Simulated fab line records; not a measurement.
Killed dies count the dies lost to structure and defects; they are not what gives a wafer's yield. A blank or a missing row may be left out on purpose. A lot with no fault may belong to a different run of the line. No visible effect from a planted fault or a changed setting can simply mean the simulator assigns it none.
fab line records -- flow nand-harc
[record] lots = 5, wafers = 15, last-day = 31
route steps=1302 shown P_GATE@206 P_CONTACT@217 END@1302
lots that met no fault: from a run of the same line without faults
start-h: start of the lot's first displayed wafer, in hours after the record's first day -- wait-h: hours from the lot's prior step to this one -- " as in the row above -- L1.1+2: several wafers, shown together as one row -- - no value, or no start was given -- * or withheld: withheld -- < > ~ a bound
route shown NAME@n: NAME is a module with steps in the file, n the number in the route of the first one -- usual: average and standard deviation across the fault-free wafers -- same: alike in all rows -- chamber/n: place in a boat -- sites: readings site by site -- _std_site: the values' standard deviation -- _edge_site: the outer-site mean with the inner-site mean subtracted -- radius-mm: how far each site lies from the wafer's centre -- mask NAME#n: copy n -- behind: the most recent tool/chamber to have shaped the wafer -- hold: what put the lot on hold/how long, in hours/how the hold closed -- device: transistor that didn't switch, given as n, p or np -- end of line: the same wafers' tests at the end of the route -- where a step has no rows: the recipe by itself -- killed: count of dies lost to structure and defects at first sort (not the wafer's yield) -- map: dies across one wafer; x = killed, . = not, _ = none there
set.NAME: setting as actually run; set.NAME@STEP: the setting as run at that earlier step -- model.NAME: the simulator's own value behind a step, which no gauge read
certain route steps with their lots: each step a table, each wafer a row
services: a tool's chamber out of use, with start hour (start-h, from the record's first day; less than 0 if before it), hours out, and reason
[[steps]]
[step NHARC_P_GATE_STRIP_96]
[recipe] time-s = 900, temp-c = 130, chemistry = SPM
[step NHARC_P_GATE_RTA_64]
[recipe] temp-c = 1050, time-s = 1
[usual] lamp-power-pct = 33.6/2, lamp_zone_2_pct = 33.6/2, lamp_zone_6_pct = 33.6/2, lamp_zone_7_pct = 34.0/2, wafer_temp_C_max = 1054.6/1.1
lot.wafer,tool,chamber,start-h,wait-h,lamp-power-pct,lamp_zone_2_pct,lamp_zone_6_pct,lamp_zone_7_pct,wafer_temp_C_max
L752.1,rtp-anneal-01,0,131.78,-,35.3,35.2,35.2,35.7,1053.1
L752.4,rtp-anneal-01,0,131.78,-,35.3,35.2,35.2,35.8,1054.2
L752.5,rtp-anneal-01,0,131.78,-,35.2,35.3,35.3,35.8,1053.7
L757.2,rtp-anneal-02,0,183.13,-,31.2,31.3,31.2,31.6,1054.8
L757.4,rtp-anneal-02,0,183.13,-,31.2,31.2,31.2,31.6,1054.3
L757.6,rtp-anneal-02,0,183.13,-,31.2,31.2,31.2,31.6,1054.8
L758.1,rtp-anneal-01,0,193.60,-,35.3,35.3,35.2,35.7,1053.8
L758.3,rtp-anneal-01,0,193.60,-,35.3,35.3,35.2,35.7,1053.6
L758.6,rtp-anneal-01,0,193.60,-,35.3,35.2,35.2,35.7,1053.3
L762.2,rtp-anneal-02,0,232.35,-,31.3,31.2,31.3,31.7,1054.3
L762.3,rtp-anneal-02,0,232.35,-,31.3,31.3,31.2,31.7,1057.4
L762.5,rtp-anneal-02,0,232.35,-,31.3,31.3,31.2,31.7,1054.3
L769.1,rtp-anneal-01,0,308.86,-,35.3,35.4,35.3,35.7,1053.5
L769.4,rtp-anneal-01,0,308.86,-,35.3,35.3,35.3,35.7,1054.3
L769.5,rtp-anneal-01,0,308.86,-,35.3,35.3,35.2,35.8,1053.4
[step NHARC_P_GATE_ETCH_77]
[recipe] target-depth-a = 60, chemistry = dHF, material = SiO2
[step NHARC_P_GATE_DEGAS_109]
[recipe] temp-c = 300, time-s = 60
[step NHARC_P_GATE_PRE_CLEAN_110]
[recipe] time-s = 30, bias-v = 200, gas = Ar
[step NHARC_P_GATE_SPUTTER_78]
[recipe] target-thk-a = 100, material = Ni
[step NHARC_P_GATE_SPUTTER_79]
[recipe] target-thk-a = 100, material = TiN
[step NHARC_P_GATE_RTA_80]
[recipe] temp-c = 300, time-s = 30
[usual] lamp-power-pct = 2.04/0.1, lamp_zone_2_pct = 2.04/0.1, lamp_zone_6_pct = 2.02/0.1, lamp_zone_7_pct = 2.14/0.11, wafer_temp_C_max = 301.3/0.37
lot.wafer,tool,chamber,start-h,wait-h,lamp-power-pct,lamp_zone_2_pct,lamp_zone_6_pct,lamp_zone_7_pct,wafer_temp_C_max
L752.1,rtp-anneal-01,0,132.38,-,2.10,2.10,2.08,2.21,301.1
L752.4,rtp-anneal-01,0,132.38,-,2.10,2.10,2.08,2.20,301.0
L752.5,rtp-anneal-01,0,132.38,-,2.10,2.10,2.08,2.20,301.0
L757.2,rtp-anneal-02,0,183.73,-,1.86,1.86,1.84,1.96,301.9
L757.4,rtp-anneal-02,0,183.73,-,1.86,1.86,1.85,1.95,301.6
L757.6,rtp-anneal-02,0,183.73,-,1.86,1.86,1.84,1.95,301.7
L758.1,rtp-anneal-01,0,194.20,-,2.10,2.10,2.08,2.20,301.0
L758.3,rtp-anneal-01,0,194.20,-,2.10,2.10,2.08,2.20,301.3
L758.6,rtp-anneal-01,0,194.20,-,2.10,2.10,2.08,2.21,301.4
L762.2,rtp-anneal-02,0,232.96,-,1.86,1.86,1.84,1.95,301.6
L762.3,rtp-anneal-02,0,232.96,-,1.86,1.86,1.85,1.95,301.5
L762.5,rtp-anneal-02,0,232.96,-,1.86,1.86,1.84,1.95,301.9
L769.1,rtp-anneal-01,0,309.47,-,2.10,2.10,2.08,2.20,301.4
L769.4,rtp-anneal-01,0,309.47,-,2.10,2.10,2.08,2.20,300.8
L769.5,rtp-anneal-01,0,309.47,-,2.10,2.10,2.08,2.21,301.6
[step NHARC_P_GATE_STRIP_67]
[recipe] time-s = 600, temp-c = 130, chemistry = SPM
[step NHARC_P_GATE_RTA_82]
[recipe] temp-c = 450, time-s = 30
[usual] lamp-power-pct = 3.90/0.24, lamp_zone_2_pct = 3.90/0.23, lamp_zone_6_pct = 3.87/0.23, lamp_zone_7_pct = 4.10/0.25, wafer_temp_C_max = 452.1/0.61
lot.wafer,tool,chamber,start-h,wait-h,lamp-power-pct,lamp_zone_2_pct,lamp_zone_6_pct,lamp_zone_7_pct,wafer_temp_C_max
L752.1,rtp-anneal-02,0,132.83,-,3.67,3.66,3.64,3.86,451.7
L752.4,rtp-anneal-02,0,132.83,-,3.66,3.66,3.63,3.86,452.2
L752.5,rtp-anneal-02,0,132.83,-,3.66,3.67,3.63,3.86,452.2
L757.2,rtp-anneal-01,0,184.19,-,4.14,4.13,4.10,4.35,452.3
L757.4,rtp-anneal-01,0,184.19,-,4.14,4.13,4.10,4.36,451.3
L757.6,rtp-anneal-01,0,184.19,-,4.14,4.13,4.10,4.36,451.4
L758.1,rtp-anneal-01,0,194.66,-,4.14,4.14,4.10,4.35,451.5
L758.3,rtp-anneal-01,0,194.66,-,4.13,4.13,4.10,4.35,452.0
L758.6,rtp-anneal-01,0,194.66,-,4.13,4.13,4.10,4.35,451.9
L762.2,rtp-anneal-02,0,233.42,-,3.66,3.66,3.64,3.86,452.2
L762.3,rtp-anneal-02,0,233.42,-,3.66,3.66,3.63,3.86,452.0
L762.5,rtp-anneal-02,0,233.42,-,3.66,3.66,3.63,3.86,454.0
L769.1,rtp-anneal-02,0,309.93,-,3.67,3.67,3.64,3.86,452.4
L769.4,rtp-anneal-02,0,309.93,-,3.66,3.66,3.63,3.86,453.3
L769.5,rtp-anneal-02,0,309.93,-,3.66,3.66,3.64,3.86,452.7
[step NHARC_P_GATE_INSPECT_68]
[usual] raw-defect-count = 207/95
lot.wafer,tool,chamber,start-h,wait-h,raw-defect-count
L752.1,defect-inspect-01,-,133.03,0.2,152
L752.4,defect-inspect-01,-,133.03,0.2,112
L752.5,defect-inspect-01,-,133.03,0.2,218
L757.2,defect-inspect-02,-,184.35,0.1,173
L757.4,defect-inspect-02,-,184.35,0.1,246
L757.6,defect-inspect-02,-,184.35,0.1,120
L758.1,defect-inspect-01,-,194.85,0.2,165
L758.3,defect-inspect-01,-,194.85,0.2,225
L758.6,defect-inspect-01,-,194.85,0.2,160
L762.2,defect-inspect-02,-,233.59,0.1,177
L762.3,defect-inspect-02,-,233.59,0.1,152
L762.5,defect-inspect-02,-,233.59,0.1,181
L769.1,defect-inspect-01,-,310.12,0.2,266
L769.4,defect-inspect-01,-,310.12,0.2,270
L769.5,defect-inspect-01,-,310.12,0.2,454
[step NHARC_P_CONTACT_DEP_30]
[recipe] target-thk-a = 300, temp-c = 400, target-thk-nm = 30, flow-sccm = 200, rf-w = 450, material = SiNx
[step NHARC_P_CONTACT_DEP_00]
[recipe] target-thk-a = 5000, temp-c = 400, pressure-torr = 6.5, rf-w = 900, teos-flow-sccm = 161.4, flow-sccm = 2650, target-thk-nm = 500, gas = O2, material = SiO2
[usual] flow-sccm = 2650/8.1, heater-power-w = 577/110, throttle-valve-pct = 15.6/0.47
lot.wafer,tool,chamber,start-h,wait-h,flow-sccm,heater-power-w,throttle-valve-pct
L752.1,pecvd-02,2,133.37,-,2659,528,16.0
L752.4,pecvd-02,1,133.37,-,2654,635,15.7
L752.5,pecvd-02,2,133.37,-,2662,550,16.0
L757.2,pecvd-02,1,184.65,-,2659,589,15.9
L757.4,pecvd-02,2,184.65,-,2657,583,16.2
L757.6,pecvd-02,0,184.65,-,2659,502,15.5
L758.3,pecvd-04,1,195.15,-,2653,466,15.6
L758.1,pecvd-04,2,195.15,-,2642,814,14.9
L758.6,pecvd-04,2,195.15,-,2640,836,15.2
L762.2,pecvd-04,2,234.00,0.3,2653,777,14.9
L762.3,pecvd-04,2,234.00,0.3,2639,811,15.0
L762.5,pecvd-04,1,234.00,0.3,2641,585,15.8
L769.1,pecvd-01,1,310.51,-,2650,699,15.7
L769.4,pecvd-01,2,310.51,-,2659,610,16.1
L769.5,pecvd-01,1,310.51,-,2654,709,15.8
[step NHARC_P_CONTACT_CMP_01]
[recipe] target-thk-nm = 200, material = SiO2
[step NHARC_P_CONTACT_SRD_03]
[step NHARC_P_CONTACT_DEHYDRATE_04]
[recipe] temp-c = 150, time-s = 120
[step NHARC_P_CONTACT_HMDS_05]
[recipe] time-s = 30
[step NHARC_P_CONTACT_COAT_33]
[recipe] temp-c = 260, time-s = 75
[step NHARC_P_CONTACT_COAT_34]
[recipe] temp-c = 225, time-s = 65
[step NHARC_P_CONTACT_COAT_06]
[recipe] spin-rpm = 1500, resist-thk-nm = 90
[step NHARC_P_CONTACT_SOFTBAKE_07]
[recipe] temp-c = 105, time-s = 55
[step NHARC_P_CONTACT_EBR_08]
[step NHARC_P_CONTACT_EXPOSE_09]
[recipe] na = 1.35, target-cd-nm = 90, dose-mj = 81.26, mask-id = P_CA
[step NHARC_P_CONTACT_PEB_10]
[recipe] peb-temp-c = 100, peb-time-s = 65
[step NHARC_P_CONTACT_DEVELOP_11]
[recipe] develop-time-s = 35, dev-temp-c = 23
[step NHARC_P_CONTACT_CD_MEAS_12]
[recipe] target-cd-nm = 90, landing-energy-ev = 500
[usual] cd-nm = 89.8/0.86
lot.wafer,tool,chamber,start-h,wait-h,cd-nm
L752.1,cd-sem-02,0,134.64,-,89.4
L752.4,cd-sem-02,0,134.64,-,88.6
L752.5,cd-sem-02,0,134.64,-,88.2
L757.2,cd-sem-01,0,185.83,-,89.4
L757.4,cd-sem-01,0,185.83,-,90.0
L757.6,cd-sem-01,0,185.83,-,90.4
L758.1,cd-sem-02,0,196.48,-,90.2
L758.3,cd-sem-02,0,196.48,-,88.8
L758.6,cd-sem-02,0,196.48,-,88.9
L762.2,cd-sem-01,0,235.45,-,91.0
L762.3,cd-sem-01,0,235.45,-,90.3
L762.5,cd-sem-01,0,235.45,-,89.9
L769.1,cd-sem-01,0,311.75,-,89.5
L769.4,cd-sem-01,0,311.75,-,88.5
L769.5,cd-sem-01,0,311.75,-,88.9
[step NHARC_P_CONTACT_OVL_MEAS_13]
[usual] overlay-x-nm = -0.1/0.72, overlay-y-nm = 0.2/0.83
lot.wafer,tool,chamber,start-h,wait-h,overlay-x-nm,overlay-y-nm
L752.1,overlay-02,-,134.73,-,-0.2,-0.9
L752.4,overlay-02,-,134.73,-,0.2,-0.3
L752.5,overlay-02,-,134.73,-,-0.6,-0.6
L757.2,overlay-01,-,185.92,-,0.1,0.9
L757.4,overlay-01,-,185.92,-,0.1,1.2
L757.6,overlay-01,-,185.92,-,-0.1,1.4
L758.1,overlay-01,-,196.57,-,-0.6,-0.4
L758.3,overlay-01,-,196.57,-,-0.2,-0.6
L758.6,overlay-01,-,196.57,-,-0.3,-0.5
L762.2,overlay-02,-,235.53,-,0.7,-0.6
L762.3,overlay-02,-,235.53,-,-0.2,-0.3
L762.5,overlay-02,-,235.53,-,0.0,-0.4
L769.1,overlay-02,-,311.83,-,-0.2,2.0
L769.4,overlay-02,-,311.83,-,-0.3,2.3
L769.5,overlay-02,-,311.83,-,0.2,1.7
[step NHARC_P_CONTACT_DESCUM_17]
[recipe] time-s = 3, o2-flow-sccm = 200, ar-flow-sccm = 0, bias-power-w = 0, chemistry = O2
[step NHARC_P_CONTACT_ETCH_35]
[recipe] target-depth-a = 390, over-etch-frac = 0.3, time-s = 65, ion-energy-ev = 80, cf4-flow-sccm = 150, ar-flow-sccm = 0, rf-w = 300, bias-w = 100, chemistry = CF4
[step NHARC_P_CONTACT_ETCH_36]
[recipe] target-depth-a = 2600, over-etch-frac = 0.25, time-s = 406.25, ion-energy-ev = 200, n2-flow-sccm = 150, h2-flow-sccm = 150, ar-flow-sccm = 0, rf-w = 400, bias-w = 150, chemistry = N2/H2
[step NHARC_P_CONTACT_ETCH_18]
[recipe] target-depth-a = 4810, time-s = 240.5, c4f8-flow-sccm = 20, o2-flow-sccm = 10, ar-flow-sccm = withheld, rf-w = 600, bias-w = 1500, chemistry = C4F8/O2/Ar
[step NHARC_P_CONTACT_STRIP_37]
[recipe] c4f8-flow-sccm = withheld, o2-flow-sccm = 8, ar-flow-sccm = withheld, bias-w = 0, chemistry = C4F8/O2/Ar
[step NHARC_P_CONTACT_ETCH_31]
[recipe] target-depth-a = 300, time-s = 85.7, ion-energy-ev = 120, over-etch-frac = 1, ch3f-flow-sccm = 50, o2-flow-sccm = 30, ar-flow-sccm = 200, rf-w = 500, bias-w = 100, chemistry = CH3F/O2
[usual] drypump-motor-current-A = 5.7/0.35, mfc-ar-sccm = 200.0/0.61, oes-product-au = 0.979/0.013, rf-vpp-V = 244.4/1.5, showerhead-plenum-p-Torr = 2.46/0.095, throttle-valve-pct = 20.663/0.0082
lot.wafer,tool,chamber,start-h,wait-h,drypump-motor-current-A,mfc-ar-sccm,oes-product-au,rf-hours-counter-h,rf-vpp-V,showerhead-plenum-p-Torr,throttle-valve-pct
L752.1,rie-diel-08,3,-,-,6.4,200.0,0.976,3.2,243.9,2.43,20.671
L752.4,rie-diel-08,1,-,-,5.6,200.0,0.973,2.9,241.0,2.35,20.672
L752.5,rie-diel-08,2,-,-,5.6,200.3,0.966,-,247.1,2.62,20.652
L757.4,rie-diel-05,1,-,-,5.3,199.7,0.964,3.1,244.1,2.34,20.676
L757.2,rie-diel-05,0,-,-,6.0,201.0,0.971,3.4,246.1,2.64,20.667
L757.6,rie-diel-05,1,-,-,5.3,199.8,0.971,-,241.7,2.34,20.662
L758.3,rie-diel-05,2,-,-,6.0,198.9,0.979,3.2,246.0,2.51,20.655
L758.1,rie-diel-05,0,-,-,6.0,199.4,0.974,3.7,246.0,2.64,20.650
L758.6,rie-diel-05,2,-,-,6.0,200.2,0.984,-,243.7,2.51,20.658
L762.2,rie-diel-02,3,-,-,6.0,200.1,0.986,0.6,241.6,2.41,20.674
L762.3,rie-diel-02,0,-,-,5.6,200.9,0.989,0.9,243.1,2.52,20.660
L762.5,rie-diel-02,3,-,-,6.0,199.8,0.989,-,244.0,2.41,20.667
L769.1,rie-diel-02,2,-,-,5.6,200.5,0.990,4.4,244.8,2.51,20.665
L769.4,rie-diel-02,3,-,-,5.9,200.2,0.984,-,242.3,2.41,20.665
L769.5,rie-diel-02,2,-,-,5.5,199.7,0.988,-,245.3,2.51,20.664
[step NHARC_P_CONTACT_CD_MEAS_19]
[usual] cd-nm = 88.6/2.1
lot.wafer,tool,chamber,start-h,wait-h,cd-nm
L752.1,cd-sem-03,-,135.69,-,89.5
L752.4,cd-sem-03,-,135.69,-,90.8
L752.5,cd-sem-03,-,135.69,-,88.4
L757.2,cd-sem-03,-,186.90,-,86.3
L757.4,cd-sem-03,-,186.90,-,87.3
L757.6,cd-sem-03,-,186.90,-,89.6
L758.1,cd-sem-02,-,197.54,-,89.4
L758.3,cd-sem-02,-,197.54,-,86.4
L758.6,cd-sem-02,-,197.54,-,86.8
L762.2,cd-sem-01,-,236.50,-,88.5
L762.3,cd-sem-01,-,236.50,-,86.6
L762.5,cd-sem-01,-,236.50,-,88.0
L769.1,cd-sem-03,-,312.97,-,89.5
L769.4,cd-sem-03,-,312.97,-,87.9
L769.5,cd-sem-03,-,312.97,-,86.7
[step NHARC_P_CONTACT_STRIP_28]
[recipe] o2-flow-sccm = 500, ar-flow-sccm = 0, bias-w = 0, chemistry = O2
[step NHARC_P_CONTACT_STRIP_29]
[recipe] time-s = 1200, temp-c = 72.5, chemistry = post-etch-residue-remover
[step NHARC_P_CONTACT_DEGAS_38]
[recipe] temp-c = 300, time-s = 60
[step NHARC_P_CONTACT_PRE_CLEAN_39]
[recipe] time-s = 19.5, bias-v = 250, gas = Ar
[step NHARC_P_CONTACT_PVD_32]
[recipe] target-thk-a = 50, chamber-pressure-pa = 5, power-w = 5000, substrate-temp-c = 200, time-s = 17.7, material = Ti
[step NHARC_P_CONTACT_ALD_22]
[recipe] target-thk-a = 30, pulse-time-s = 1, ald-cycles = 150, temp-c = 450, material = TiN
[usual] heater-power-w = 1028/130, precursor-pulse-height-rel = 0.997/0.019
[same] pulse-time-s = 1
lot.wafer,tool,chamber,start-h,wait-h,heater-power-w,precursor-pulse-height-rel
L752.1,ald-metal-03,1,136.65,-,1136,0.995
L752.4,ald-metal-03,2,136.65,-,1316,0.988
L752.5,ald-metal-03,2,136.65,-,1333,0.986
L757.2,ald-metal-02,1,187.94,-,1114,1.002
L757.6,ald-metal-02,0,187.94,-,1072,0.985
L757.4,ald-metal-02,3,187.94,-,1150,1.013
L758.1,ald-metal-03,2,198.57,-,1301,0.990
L758.3,ald-metal-03,3,198.57,-,886,1.001
L758.6,ald-metal-03,1,198.57,-,1196,0.964
L762.3,ald-metal-01,2,237.45,-,991,0.996
L762.2,ald-metal-01,1,237.45,-,788,0.986
L762.5,ald-metal-01,3,237.45,-,1041,0.966
L769.4,ald-metal-01,0,313.94,-,1073,1.004
L769.1,ald-metal-01,2,313.94,-,978,0.999
L769.5,ald-metal-01,3,313.94,-,1045,1.000
[step NHARC_END_SORT_01]
[recipe] temp-c = 25
[usual] killed-at-array = 54/12, killed-at-other = 0.7/1.1, killed-at-periphery = 3.9/2.8, killed-dies = 59/13, killed-open = 3.4/2, killed-short = 2.5/1.7
[same] gross-dies = 677
lot.wafer,tool,chamber,start-h,wait-h,killed-at-array,killed-at-other,killed-at-periphery,killed-dies,killed-open,killed-short
L762.5,prober-01,0,683.50,3.7,52,0,91,143,3,2
// killed by level:class
L762.5 P_CONTACT:unspecified=88 A_CHANNEL_HOLE_D1:chamber-film-flake=22 A_SLIT:chamber-film-flake=20 A_STAIRCASE:chamber-film-flake=3 A_CONTACT:chamber-film-flake=2 P_M0:geometric-particle:open=1 A_SOURCE_PLATE:geometric-particle:short=1 A_CHANNEL_HOLE_D1:geometric-particle:short=1
// map L762.5 (x killed, . not)
____________x____________
_________...x.x._________
_______......x.x.._______
______....xxxxxx...______
_____.......x.xxx..._____
____......x.xxx.x....____
____.........x.......____
___.........x.........___
___............x......___
__.x...................__
__.....................__
_.............x........._
_................x......_
_......................._
_......................._
_....x.....x...x........_
...............xx........
..............x.xx.......
............xxxxxxx......
............xxxxxxx......
............xxxxxxxx.....
_...........xxxxxxxx...._
_...........xxxxxxxx...._
_.........x.xxxxxxxx...._
_...........xxxxxxxx...._
_..........xxxxxxxx.x..._
__....x....xxxxxxxxxx..__
__.........x..xxxxxxx.x__
___.......x..xxxx..xxx___
___............xx..xxx___
____............x.xxx____
____.....x........xxx____
_____.....x......x.x_____
______...........x.______
_______..........._______
_________......._________
____________.____________
// map L758.3 (x killed, . not)
____________.____________
_________......._________
_______..........._______
______.............______
_____..............._____
____.x......x........____
____.................____
___.......x...........___
___..........x........___
__......x..............__
__.x...............x...__
_x......................_
_......................._
_......................._
_.x...................x._
_xx.........x..........._
.......xx............xxxx
...........x........xxxxx
.....................xx.x
....................xxxxx
....................xxxxx
_....................xxx_
_.....................xx_
_......................x_
_......x................_
_..................x...._
__..................x..__
__.................xx..__
___.....x.........xxx.___
___.x..............xxx___
____..............x.x____
____................x____
_____..........x..xx_____
______...........x.______
_______..........._______
_________......._________
____________.____________
[[services]]
tool,chamber,start-h,hours,kind
rie-diel-02,2,129.64,6.4,repair
pecvd-01,-,130.07,13.0,pm
rie-diel-08,1,139.27,3.9,repair
ald-metal-01,0,146.57,12.1,repair
pecvd-01,2,147.05,3.9,repair
ald-metal-01,-,170.00,10.0,pm
ald-metal-02,2,185.34,17.4,repair
rie-diel-08,-,190.80,9.0,pm
pecvd-01,1,191.96,15.8,repair
ald-metal-01,1,194.35,21.4,repair
ald-metal-02,0,203.50,18.3,repair
ald-metal-03,-,212.00,10.0,pm
rie-diel-02,-,216.70,9.0,pm
pecvd-02,-,227.07,13.0,pm
rie-diel-05,-,229.60,9.0,pm
pecvd-02,-,243.81,1.7,repair
ald-metal-02,-,254.00,10.0,pm
rie-diel-08,2,257.98,5.4,repair
ald-metal-03,2,264.06,2.0,repair
pecvd-04,-,269.12,13.0,pm
pecvd-01,1,287.19,4.1,repair
pecvd-01,2,289.87,2.5,repair
rie-diel-05,1,306.42,2.3,repair
rie-diel-02,1,311.72,13.4,repair
[[key]]
[first-sign] step = NHARC_END_SORT_01, reading = killed-at-periphery, direction = up, sigmas = 31, usual = 3.9, struck = 91
[effect] step = NHARC_END_SORT_01, reading = killed-dies, direction = up, sigmas = 6.6, usual = 59, struck = 143
[more-kills-born-at] NHARC_P_CONTACT_DEP_00@pecvd-04 = 88
met-at NHARC_P_CONTACT_DEP_00
struck-wafers L762.5
tester-left-out L762
onset-between 195.15 234.00
[fault] kind = chamber-particle-source, tool = pecvd-04, chamber = 1, onset-h = 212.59, steps = NHARC_P_CONTACT_DEP_00, rate-per-visit-cm2 = 0.75253, end-h = 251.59
// tester-left-out: of these lots the tester's yield and bins aren't shown, on N5 and GAA mostly nor the transistor test; their killed dies are dies lost to structure and defects alone, not to doping, threshold or leakage, so they don't give the yield
